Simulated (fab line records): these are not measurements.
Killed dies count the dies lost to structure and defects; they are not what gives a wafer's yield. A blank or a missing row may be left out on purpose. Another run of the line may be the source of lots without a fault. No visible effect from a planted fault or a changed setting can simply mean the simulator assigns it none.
fab line records	flow nand-harc
[record] lots = 12	wafers = 36	last-day = 34
route steps=1302 shown P_STI@84 P_GATE@138
lots that met no fault: from a run of the same line without faults
start-h: start of the lot's first displayed wafer, in hours after the record's first day	wait-h: how many hours have passed since the lot's step before this one	" identical to the entry in the row above	L1.1+2: a row that stands for several wafers	- value missing, or start not given	* or withheld: withheld	< > ~ a bound
route shown NAME@n: names a module that has steps shown in the file, with the first one's number in the route	usual: average and standard deviation across the fault-free wafers	same: alike in all rows	chamber/n: place in a boat	sites: readings site by site	_std_site: how widely they spread, as a standard deviation	_edge_site: inner sites' mean taken away from outer sites' mean	radius-mm: for every site, how far away it sits from the centre of the wafer	mask NAME#n: copy n	behind: the last tool/chamber to shape the wafer	hold: reason for holding the lot/hours on hold/outcome of the hold	device: which transistor (n, p or np) failed to switch	end of line: the same wafers' tests at the end of the route	step lacking rows: just its recipe	killed: not the wafer's yield, but the dies lost to structure and defects at the first sort	map: shows each die of a wafer: x if killed, . if not, _ if none is there
set.NAME: setting as actually run; set.NAME@STEP: the setting as run at that earlier step	model.NAME: the simulator's own value behind a step, which no gauge read
steps of the route over a sample of lots; a table a step, a row a wafer
services: a tool's chamber out of use, with start hour (start-h, from the record's first day; less than 0 if before it), hours out, and reason
[[steps]]
[step NHARC_P_STI_OVL_MEAS_10]
[usual] overlay-x-nm = 0/6	overlay-y-nm = 0/5.8
lot.wafer	tool	chamber	start-h	wait-h	overlay-x-nm	overlay-y-nm
L930.1	overlay-01	-	45.98	-	-6	-10
L930.4	"	-	"	"	-6	-10
L930.6	"	-	"	"	-7	-10
L931.2	overlay-02	-	57.01	-	2	0
L931.5	"	-	"	"	2	0
L931.6	"	-	"	"	2	0
L933.4	overlay-01	-	72.95	-	-10	-4
L933.5	"	-	"	"	-10	-4
L933.6	"	-	"	"	-10	-3
L934.3	overlay-01	-	83.66	-	-5	-11
L934.5	"	-	"	"	-5	-10
L934.6	"	-	"	"	-5	-10
L935.2	overlay-01	-	94.06	-	1	-6
L935.4	"	-	"	"	0	-6
L935.5	"	-	"	"	0	-6
L945.2	overlay-01	-	192.60	-	7	1
L945.4	"	-	"	"	7	0
L945.6	"	-	"	"	7	0
L946.1	overlay-02	-	204.34	-	2	-6
L946.4	"	-	"	"	2	-5
L946.5	"	-	"	"	3	-5
L947.1	overlay-01	-	213.20	-	-3	-1
L947.2	"	-	"	"	-3	-2
L947.3	"	-	"	"	-3	-1
L948.1	overlay-01	-	224.47	-	10	-5
L948.3	"	-	"	"	9	-6
L948.4	"	-	"	"	10	-5
L950.1	overlay-02	-	244.01	-	6	3
L950.2	"	-	"	"	6	2
L950.5	"	-	"	"	6	3
L951.3	overlay-02	-	252.58	-	3	5
L951.4	"	-	"	"	2	5
L951.6	"	-	"	"	2	5
L952.1	overlay-01	-	264.26	-	9	-1
L952.2	"	-	"	"	9	-1
L952.6	"	-	"	"	9	-1
[step NHARC_P_STI_ETCH_31]
[recipe] target-depth-a = 1089	time-s = 54.5	cf4-flow-sccm = 100	chf3-flow-sccm = 30	ar-flow-sccm = 0	rf-w = 500	bias-w = 200	chemistry = CF4/CHF3
[usual] chamber-pressure-mTorr = 25.002/0.02	drypump-motor-current-A = 5.6/0.57	oes-product-au = 0.961/0.018	rf-vpp-V = 370.0/2.5	showerhead-plenum-p-Torr = 1.56/0.071	throttle-valve-pct = 16.801/0.01
lot.wafer	tool	chamber	start-h	wait-h	chamber-pressure-mTorr	drypump-motor-current-A	oes-product-au	rf-hours-counter-h	rf-vpp-V	showerhead-plenum-p-Torr	throttle-valve-pct
L930.1	rie-diel-01	2	-	-	25.029	4.8	0.965	0	375.0	1.69	16.787
L930.4	"	1	"	"	24.995	6.2	0.967	0	368.7	1.54	16.813
L930.6	"	2	"	"	24.954	4.8	0.966	-	374.1	1.69	16.804
L931.2	rie-diel-01	1	-	-	24.986	6.2	0.978	1	369.2	1.54	16.788
L931.5	"	0	"	"	25.008	5.0	0.974	-	365.9	1.49	16.787
L931.6	"	1	"	"	25.005	6.2	0.982	-	369.5	1.54	16.813
L933.4	rie-diel-01	3	-	-	24.982	6.0	0.955	2	368.2	1.53	16.790
L933.6	"	3	"	"	25.017	6.1	0.960	-	369.8	1.53	16.793
L933.5	"	0	"	"	24.997	5.1	0.974	-	368.1	1.49	16.813
L934.3	rie-diel-09	3	-	-	25.035	5.5	0.988	8	367.2	1.49	16.802
L934.5	"	2	"	"	25.033	6.0	0.950	-	370.4	1.55	16.814
L934.6	"	3	"	"	24.981	5.5	0.993	-	367.0	1.49	16.814
L935.4	rie-diel-11	0	-	-	25.011	4.8	0.966	0	373.0	1.61	16.803
L935.2	"	1	"	"	25.023	5.2	0.966	0	374.2	1.68	16.802
L935.5	"	3	"	"	25.005	6.2	0.989	-	368.8	1.48	16.808
L945.4	rie-diel-01	1	-	-	24.998	6.2	0.964	7	369.0	1.54	16.828
L945.2	"	2	"	"	25.024	4.8	0.973	7	373.9	1.69	16.798
L945.6	"	3	"	"	24.979	6.1	0.950	-	369.7	1.53	16.811
L946.1	rie-diel-11	1	204.74	0.1	24.992	5.2	0.974	5	373.6	1.68	16.792
L946.4	"	3	"	"	24.990	6.2	0.977	-	367.9	1.48	16.808
L946.5	"	3	"	"	24.960	6.2	0.980	-	366.4	1.48	16.798
L947.2	rie-diel-11	3	-	-	24.965	6.2	0.982	7	366.9	1.48	16.805
L947.1	"	0	"	"	24.990	4.8	0.951	7	372.1	1.61	16.818
L947.3	"	2	"	"	24.999	5.4	0.967	7	369.2	1.56	16.789
L948.1	rie-diel-01	3	-	-	24.956	6.0	0.968	1	368.6	1.53	16.806
L948.4	"	0	"	"	25.029	5.1	0.960	0	367.1	1.48	16.803
L948.3	"	1	"	"	24.980	6.2	0.978	1	368.7	1.54	16.810
L950.2	rie-diel-01	1	-	-	25.026	6.2	0.968	2	369.4	1.54	16.815
L950.1	"	0	"	"	25.000	5.1	0.994	2	366.4	1.48	16.803
L950.5	"	1	"	"	25.018	6.2	0.957	-	369.2	1.54	16.808
L951.4	rie-diel-09	1	-	-	24.983	6.1	0.920	9	371.1	1.59	16.785
L951.3	"	3	"	"	25.016	5.5	0.938	10	366.8	1.48	16.803
L951.6	"	1	"	"	25.003	6.1	0.931	-	373.1	1.59	16.782
L952.1	rie-diel-01	3	-	-	24.957	6.0	0.928	4	369.6	1.53	16.814
L952.2	"	0	"	"	25.012	5.1	0.930	3	368.0	1.48	16.794
L952.6	"	3	"	"	24.992	6.0	0.927	-	369.2	1.53	16.794
[step NHARC_P_STI_ETCH_15]
[recipe] target-depth-a = 3000	taper-deg = 4	time-s = 100.1	hbr-flow-sccm = 150	cl2-flow-sccm = 50	rf-w = 400	icp-w = 400	bias-w = 100	chemistry = HBr/Cl2
[usual] chamber-pressure-mTorr = 15.001/0.014	drypump-motor-current-A = 5.6/0.5	oes-product-au = 1.003/0.0094	throttle-valve-pct = 26.406/0.0082
lot.wafer	tool	chamber	start-h	wait-h	chamber-pressure-mTorr	drypump-motor-current-A	oes-product-au	rf-hours-counter-h	throttle-valve-pct
L930.4	rie-si-01	2	46.45	-	14.994	5.9	1.005	0.13	26.419
L930.1	"	0	"	"	15.012	6.4	1.002	0.07	26.401
L930.6	"	1	"	"	14.988	4.7	1.005	-	26.405
L931.2	rie-si-03	0	57.47	-	15.009	6.4	0.978	0.01	26.414
L931.6	"	0	"	"	15.017	6.3	0.988	-	26.400
L931.5	"	1	"	"	14.975	5.1	1.009	-	26.402
L933.4	rie-si-01	0	73.44	-	15.007	6.4	1.004	0.25	26.409
L933.6	"	1	"	"	14.994	4.7	1.015	-	26.399
L933.5	"	2	"	"	14.988	6.0	0.998	-	26.420
L934.3	rie-si-03	1	84.10	-	15.019	5.2	1.001	0.22	26.395
L934.5	"	1	"	"	14.987	5.1	1.000	-	26.399
L934.6	"	2	"	"	15.006	5.4	1.001	-	26.400
L935.2	rie-si-03	2	94.51	-	15.019	5.5	1.004	0.27	26.388
L935.4	"	0	"	"	15.020	6.4	0.992	0.28	26.402
L935.5	"	3	"	"	14.996	5.7	1.006	-	26.406
L945.2	rie-si-03	0	193.07	-	15.010	6.4	1.002	1.05	26.417
L945.4	"	1	"	"	15.002	5.1	1.010	0.79	26.386
L945.6	"	0	"	"	14.988	6.4	0.987	-	26.391
L946.4	rie-si-03	1	204.87	0.1	15.018	5.1	1.016	0.86	26.404
L946.1	"	2	"	"	15.004	5.6	1.018	1.14	26.414
L946.5	"	2	"	"	14.996	5.5	1.009	-	26.397
L947.2	rie-si-01	0	213.64	-	15.016	6.5	1.006	0.06	26.394
L947.3	"	1	"	"	14.996	4.7	1.011	0.06	26.407
L947.1	"	3	"	"	15.025	5.4	0.995	0.10	26.409
L948.4	rie-si-01	3	224.92	-	15.013	5.4	0.993	0.16	26.416
L948.1	"	0	"	"	15.015	6.4	1.006	0.16	26.410
L948.3	"	1	"	"	15.010	4.8	1.012	0.18	26.406
L950.2	rie-si-01	3	244.49	-	15.028	5.4	0.991	0.28	26.401
L950.1	"	0	"	"	14.995	6.4	1.005	0.31	26.396
L950.5	"	1	"	"	14.991	4.7	1.015	-	26.404
L951.4	rie-si-03	3	253.03	-	14.998	5.7	0.996	0.22	26.402
L951.3	"	0	"	"	14.983	6.4	0.974	0.13	26.397
L951.6	"	3	"	"	15.003	5.7	0.990	-	26.408
L952.1	rie-si-06	0	264.73	-	15.021	5.3	1.009	0.05	26.416
L952.2	"	1	"	"	15.004	5.1	0.996	0.05	26.420
L952.6	"	0	"	"	15.011	5.3	1.003	-	26.417
[step NHARC_P_GATE_EXPOSE_23]
[recipe] na = 1.35	target-cd-nm = 120	dose-mj = 93.91	mask-id = P_GATE
lot.wafer	tool	chamber	start-h	wait-h	mask
L930.1+4+6	arfi-scanner-02	0	95.58	-	P_GATE#0
L931.2+5+6	arfi-scanner-03	0	111.49	-	P_GATE#0
L933.4+5+6	arfi-scanner-02	0	126.46	-	P_GATE#0
L934.3+5+6	arfi-scanner-03	0	141.83	-	P_GATE_R1#0
L935.2+4+5	arfi-scanner-03	0	145.74	-	P_GATE#0
L945.2+4+6	arfi-scanner-02	0	250.15	-	P_GATE#0
L946.1+4+5	arfi-scanner-02	0	264.89	-	P_GATE#0
L947.1+2+3	arfi-scanner-01	0	276.01	-	P_GATE#0
L948.1+3+4	arfi-scanner-03	0	276.66	-	P_GATE#0
L950.1+2+5	arfi-scanner-03	0	292.93	-	P_GATE#0
L951.3+4+6	arfi-scanner-01	0	302.67	-	P_GATE#0
L952.1+2+6	arfi-scanner-02	0	319.99	-	P_GATE#0
[[services]]
tool	chamber	start-h	hours	kind
arfi-scanner-03	-	24.00	4.0	pm
rie-diel-01	-	26.80	9.0	pm
arfi-scanner-02	-	30.40	0.9	repair
rie-si-03	-	44.00	9.0	pm
rie-diel-11	-	78.50	9.0	pm
arfi-scanner-03	-	81.98	0.3	repair
rie-si-03	1	122.21	15.3	repair
rie-diel-11	-	124.35	1.2	repair
rie-si-01	0	133.71	9.7	repair
arfi-scanner-02	-	140.00	4.0	pm
rie-si-03	3	180.79	7.0	repair
rie-diel-01	-	184.45	1.1	repair
rie-si-01	-	193.00	9.0	pm
rie-diel-11	1	195.20	5.8	repair
arfi-scanner-03	-	196.00	4.0	pm
rie-diel-01	-	198.81	0.7	repair
rie-diel-01	-	203.85	9.0	pm
rie-si-03	-	221.05	9.0	pm
rie-diel-01	-	225.96	3.8	repair
arfi-scanner-02	-	274.30	1.7	repair
arfi-scanner-03	-	300.48	1.6	repair
rie-diel-01	-	308.35	1.8	repair
arfi-scanner-02	-	312.00	4.0	pm
rie-si-03	2	314.82	8.9	repair
[[key]]
[first-sign] step = NHARC_P_GATE_EXPOSE_23	reading = mask	direction = changed
effect none on later readings
met-at NHARC_P_GATE_EXPOSE_23
struck-lots L934
tester-left-out L934
not-acting-at NHARC_P_STI_OVL_MEAS_10,NHARC_P_STI_ETCH_31,NHARC_P_STI_ETCH_15
onset-between 111.49 141.83
[fault] kind = wrong-mask	tool = any	chamber = -	onset-h = 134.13	steps = NHARC_P_GATE_EXPOSE_23	aux-copy = P_GATE_R1#0	cd-offset-nm = -2.194	scope = struck-lots-only
// tester-left-out: of these lots the tester's yield and bins aren't shown, on N5 and GAA mostly nor the transistor test; their killed dies are dies lost to structure and defects alone, not to doping, threshold or leakage, so they don't give the yield
